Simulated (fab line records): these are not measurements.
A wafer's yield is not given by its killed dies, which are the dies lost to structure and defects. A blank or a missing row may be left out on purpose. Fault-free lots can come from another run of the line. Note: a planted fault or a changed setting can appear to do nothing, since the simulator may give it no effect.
fab line records | flow nandHarc | part 2 of 2: steps 28 to 36 of 36
record lots=5 wafers=15 lastDay=33
route steps=1302 shown A_STAIRCASE@888 A_SGD_CUT@890 A_SLIT@922
lots that met no fault: taken from a fault-free run of the same line
startH: hours from the record's opening day to when the first of the lot's shown wafers began | waitH: hours since the lot's step before | " as in the row above | L1.1+2: several wafers, shown together as one row | - no value, or no start was given | * or withheld: withheld | < > ~ a bound
route shown NAME@n: names a module that has steps shown in the file, with the first one's number in the route | usual: mean/standard deviation of fault-free wafers | same: alike in all rows | chamber/n: place in a boat | sites: the reading at each site | _std_site: standard deviation of those values | _edge_site: inner sites' mean taken away from outer sites' mean | radiusMm: how far each site lies from the wafer's centre | mask NAME#n: copy n | behind: the tool/chamber that last shaped the wafer | hold: why the lot was held/for how many hours/how that ended | device: transistor that didn't switch, given as n, p or np | end of line: the tests these same wafers got at the end of their route | step lacking rows: just its recipe | killed: not the wafer's yield, but the dies lost to structure and defects at the first sort | map: a wafer's dies, marking killed ones x, the rest . and places with no die _
set.NAME: the setting that was run; set.NAME@STEP: the one run at that earlier step | model.NAME: the simulator's own value behind a step, which no gauge read
lots at selected steps of the route; one table per step, one row per wafer
services: from which hour (startH, from the record's first day; less than 0 if before it) a tool's chamber was out of use, for how many hours, and why
## steps
# step NHARC_A_SGD_CUT_CMP_21
# recipe targetThkNm=148.19
# usual motorCurrentA=11.4/1.3 padLifeWafers=183/100 timeToEndpointS=51/3.1
# columns lot.wafer tool chamber startH waitH motorCurrentA padLifeWafers timeToEndpointS
L075.4 cmp-04 1 451.77 0.4 11.8 151 49
L075.1 " 3 " " 10.6 153 45
L075.5 " 0 " " 12.0 - 50
L086.1 cmp-03 3 558.86 0.4 12.0 7 52
L086.4 " 0 " " 12.1 8 56
L086.6 " 3 " " 11.6 - 57
L094.4 cmp-01 1 638.30 0.4 9.9 228 49
L094.1 " 2 " " 11.5 229 57
L094.5 " 1 " " 9.8 - 50
L092.1 cmp-04 3 638.32 0.4 10.3 145 48
L092.6 " 2 " " 14.2 - 50
L092.5 " 3 " " 10.2 - 48
L097.3 cmp-03 3 670.16 0.4 11.6 49 53
L097.4 " 1 " " 13.4 51 51
L097.6 " 3 " " 11.2 - 51
# step NHARC_A_SGD_CUT_THK_MEAS_22
# recipe thkMeasGauge=ellipsometry
# usual thkNm=148.5/1.4
# columns lot.wafer tool chamber startH waitH thkNm
L075.1 filmMetro-01 - 452.00 0.2 148.4
L075.4 " - " " 147.1
L075.5 " - " " 147.4
L086.1 filmMetro-02 - 559.09 0.2 147.1
L086.4 " - " " 148.9
L086.6 " - " " 147.6
L094.1 filmMetro-02 - 638.55 0.2 150.4
L094.4 " - " " 146.8
L094.5 " - " " 149.7
L092.1 filmMetro-01 - 638.55 0.2 147.1
L092.5 " - " " 150.2
L092.6 " - " " 149.1
L097.3 filmMetro-02 - 670.39 0.2 148.2
L097.4 " - " " 149.4
L097.6 " - " " 150.7
# step NHARC_A_SGD_CUT_SRD_23
# columns lot.wafer tool chamber startH waitH
L075.1+5+4 wetBench-09 4,5,6 452.04 0.0
L086.1+6+4 wetBench-01 3,4,5 559.14 0.0
L092.6+1+5 wetBench-09 5,0,2 638.59 0.0
L094.5+1+4 wetBench-05 4,6,0 638.59 0.0
L097.4+6+3 wetBench-05 1,5,6 670.43 0.0
# step NHARC_A_SGD_CUT_ETCH_26
# recipe targetDepthA=458 chemistry=dHF material=SiO2
# columns lot.wafer tool chamber startH waitH
L075.1+5+4 wetBench-09 4,5,6 452.07 0.0
L086.1+6+4 wetBench-01 3,4,5 559.16 0.0
L092.6+1+5 wetBench-09 5,0,2 638.61 0.0
L094.5+1+4 wetBench-05 4,6,0 638.62 0.0
L097.4+6+3 wetBench-05 1,5,6 670.45 0.0
# step NHARC_A_SGD_CUT_ETCHBACK_24
# recipe targetDepthA=500 overEtchFrac=0.3 timeS=92.857 ionEnergyEv=120 ch3fFlowSccm=50 o2FlowSccm=30 arFlowSccm=200 rfW=500 biasW=100 chemistry=CH3F/O2
# usual drypumpMotorCurrentA=5.6/0.42 oesProductAu=0.96/0.037 rfVppV=244.1/1.6 showerheadPlenumPTorr=2.43/0.1 throttleValvePct=20.662/0.0096
# columns lot.wafer tool chamber startH waitH drypumpMotorCurrentA oesProductAu rfHoursCounterH rfVppV showerheadPlenumPTorr throttleValvePct
L075.4 rieDiel-07 1 452.22 0.1 6.1 0.93 15 246.3 2.59 20.671
L075.1 " 2 " " 6.3 0.92 14 244.0 2.46 20.658
L075.5 " 2 " " 6.3 0.92 - 243.3 2.46 20.664
L086.4 rieDiel-05 1 559.33 0.1 5.3 0.92 10 243.0 2.30 20.663
L086.1 " 3 " " 5.4 0.92 9 244.9 2.56 20.663
L086.6 " 1 " " 5.3 0.93 - 241.8 2.30 20.653
L094.1 rieDiel-05 3 638.77 0.1 5.4 0.99 4 245.8 2.56 20.669
L094.4 " 0 " " 5.9 1.01 4 243.6 2.43 20.657
L094.5 " 3 " " 5.4 0.97 - 245.6 2.56 20.658
L092.1 rieDiel-01 1 638.79 0.2 5.6 1.01 4 243.0 2.46 20.642
L092.6 " 0 " " 5.0 0.99 - 243.3 2.53 20.658
L092.5 " 1 " " 5.6 1.01 - 245.6 2.46 20.656
L097.3 rieDiel-05 2 670.61 0.1 5.0 0.97 5 244.1 2.42 20.658
L097.4 " 1 " " 5.3 0.97 7 242.4 2.29 20.649
L097.6 " 2 " " 5.0 0.97 - 243.5 2.42 20.661
# step NHARC_A_SGD_CUT_STRIP_28
# recipe timeS=20 o2FlowSccm=500 arFlowSccm=0 biasW=0 chemistry=O2
# usual drypumpMotorCurrentA=5.6/0.43 oesProductAu=0.998/0.011 rfVppV=57.6/0.9 showerheadPlenumPTorr=3.50/0.14 throttleValvePct=17.036/0.0095
# columns lot.wafer tool chamber startH waitH drypumpMotorCurrentA oesProductAu rfHoursCounterH rfVppV showerheadPlenumPTorr throttleValvePct
L075.1 rieDiel-07 2 - - 6.4 0.989 14 57.1 3.53 17.017
L075.4 " 0 " " 5.5 0.996 13 56.5 3.36 17.038
L075.5 " 2 " " 6.3 0.998 - 58.1 3.53 17.025
L086.4 rieDiel-05 2 - - 5.0 1.001 7 58.8 3.47 17.029
L086.1 " 3 " " 5.5 0.995 9 57.8 3.68 17.034
L086.6 " 3 " " 5.4 1.006 - 59.0 3.68 17.042
L094.4 rieDiel-05 1 - - 5.3 0.983 4 57.3 3.30 17.035
L094.1 " 3 " " 5.4 0.988 4 59.1 3.67 17.047
L094.5 " 1 " " 5.3 0.988 - 58.4 3.30 17.043
L092.1 rieDiel-01 0 - - 5.0 0.997 4 57.8 3.62 17.036
L092.5 " 3 " " 5.3 1.005 - 56.5 3.29 17.060
L092.6 " 0 " " 5.0 0.994 - 60.5 3.62 17.045
L097.3 rieDiel-05 2 - - 5.0 0.973 5 57.5 3.47 17.051
L097.4 " 1 " " 5.3 0.987 7 56.7 3.30 17.037
L097.6 " 3 " " 5.5 0.984 - 57.0 3.67 17.027
# step NHARC_A_SGD_CUT_INSPECT_25
# usual rawDefectCount=372/80
# columns lot.wafer tool chamber startH waitH rawDefectCount
L075.1 defectInspect-01 - 452.46 - 499
L075.4 " - " " 451
L075.5 " - " " 369
L086.1 defectInspect-02 - 559.56 - 346
L086.4 " - " " 402
L086.6 " - " " 345
L092.1 defectInspect-02 - 639.01 - 370
L092.5 " - " " 326
L092.6 " - " " 328
L094.1 defectInspect-01 - 639.01 - 373
L094.4 " - " " 458
L094.5 " - " " 490
L097.3 defectInspect-01 - 670.86 - 327
L097.4 " - " " 405
L097.6 " - " " 418
# step NHARC_A_SLIT_DEP_25
# recipe targetThkA=2000 tempC=400 pressureTorr=6.5 rfW=900 teosFlowSccm=161.4 flowSccm=2650 targetThkNm=200 gas=O2 material=SiO2
# usual heaterPowerW=526/99 mfcPrecursorSccm=161.3/0.45 throttleValvePct=15.8/0.5
# columns lot.wafer tool chamber startH waitH heaterPowerW mfcPrecursorSccm sinceWetCleanH throttleValvePct
L075.1 pecvd-02 0 452.57 0.1 391 160.7 31 16.2
L075.4 " 0 " " 396 161.6 - 16.3
L075.5 " 1 " " 598 161.5 - 16.5
L086.1 pecvd-01 2 559.66 0.1 518 161.6 55 14.9
L086.4 " 1 " " 569 160.8 - 15.3
L086.6 " 0 " " 570 161.4 - 16.2
L092.1 pecvd-01 0 639.29 0.3 516 161.8 134 16.3
L092.6 " 1 " " 486 161.5 - 15.8
L092.5 " 0 " " 538 161.5 - 16.5
L094.1 pecvd-02 0 639.47 0.5 359 161.4 37 16.2
L094.4 " 2 " " 604 162.4 - 16.1
L094.5 " 0 " " 350 160.7 - 16.2
L097.3 pecvd-04 0 670.92 0.1 532 161.5 27 15.5
L097.4 " 0 " " 541 161.8 - 15.4
L097.6 " 2 " " 464 161.6 - 16.0
# step NHARC_A_SLIT_DEP_00
# recipe targetThkA=62000 tempC=400 material=aC
# usual throttleValvePct=35.000/0.0081
# columns lot.wafer tool chamber startH waitH throttleValvePct
L075.1 aclDep-02 0 456.58 - 34.999
L075.4 " 0 458.47 - 34.995
L075.5 " 0 " " 35.005
L086.1 aclDep-02 0 569.93 - 35.017
L086.4 " 0 571.80 - 35.000
L086.6 " 0 573.05 - 35.003
L092.1 aclDep-02 0 639.55 - 34.986
L092.5 " 0 642.09 - 35.001
L092.6 " 0 " " 34.992
L094.1 aclDep-01 0 641.64 - 35.001
L094.4 " 0 643.52 - 34.996
L094.5 " 0 " " 34.993
L097.3 aclDep-03 0 678.25 - 35.005
L097.4 " 0 " " 35.002
L097.6 " 0 680.19 - 34.988
## services
# columns tool chamber startH hours kind
rieDiel-01 - 422.73 1.2 repair
wetBench-05 - 436.80 8.0 pm
rieDiel-05 2 454.87 4.3 repair
rieDiel-05 3 456.61 14.6 repair
pecvd-02 1 461.45 2.0 repair
rieDiel-05 1 468.84 8.2 repair
rieDiel-07 - 471.90 9.0 pm
rieDiel-07 1 496.32 6.1 repair
rieDiel-05 2 504.97 49.2 repair
wetBench-09 - 528.81 8.0 pm
lithoTrack-06 - 529.00 7.0 pm
rieDiel-01 3 537.03 1.6 repair
lithoTrack-04 - 553.00 7.0 pm
rieDiel-01 - 557.80 9.0 pm
rieDiel-07 2 566.43 3.6 repair
rieDiel-05 - 583.64 9.0 pm
wetBench-05 - 612.80 8.0 pm
rieDiel-05 2 618.01 15.0 repair
rieDiel-01 - 624.19 2.0 repair
rieDiel-07 2 631.67 4.4 repair
rieDiel-07 1 638.78 23.3 repair
rieDiel-07 - 649.12 9.0 pm
rieDiel-01 3 662.38 4.5 repair
rieDiel-01 2 666.84 1.5 repair
